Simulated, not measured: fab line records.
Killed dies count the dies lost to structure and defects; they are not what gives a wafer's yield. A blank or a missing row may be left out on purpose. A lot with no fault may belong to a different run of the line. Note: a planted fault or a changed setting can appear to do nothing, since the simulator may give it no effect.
Chamber matching -- flow n5_finfet -- N5_BEOL_M1_DEP_57 on pecvd-03: 3 sister chambers
The step deposits SiCN from 3MS/NH3, target thk 8 nm, time 14 s. 6 wafers are shown with their chamber, then 8 later ones without.

== WAFERS PAIRED WITH THEIR CHAMBERS ==
wafer,chamber,showerhead_plenum_p_Torr (Torr),throttle_valve_pct (%)
L079.1,0,3.699,8.3
L079.6,2,3.678,9.2
L082.2,0,3.703,8.3
L082.3,1,3.664,9.7
L082.4,1,3.660,9.9
L090.3,2,3.677,8.7

== WAFERS WITHOUT THEIR CHAMBER ==
wafer,showerhead_plenum_p_Torr (Torr),throttle_valve_pct (%)
L090.4,3.665,9.6
L090.6,3.674,8.8
L095.2,3.677,8.7
L095.5,3.673,8.5
L095.6,3.702,8.4
L096.4,3.702,8.6
L096.5,3.676,8.5
L096.6,3.670,9.6

== CHAMBER TAKEN BY EACH ==
wafer,from the rows above,in truth
L090.4,1,1
L090.6,2,2
L095.2,2,2
L095.5,2,2
L095.6,0,0
L096.4,0,0
L096.5,2,2
L096.6,can't be placed: 1 or 2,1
Correct placement for 7 of the 8. Not placeable from these rows: 1 (in 1, the candidates include the true chamber). Wrongly placed: 0.
How it was worked out, from the rows above alone: a wafer's distance from a chamber is the root of the sum, over the readings, of the square of ((its reading less the chamber's mean) divided by the reading's scatter). The wafer belongs to the nearest chamber; if the next one is less than 2 further off, it can't be placed. The mean given for a chamber averages the wafers shown for that chamber. The scatter is the square root of a quotient: the sum, over the shown wafers, of each reading's squared deviation from its chamber's mean, divided by wafers minus chambers.
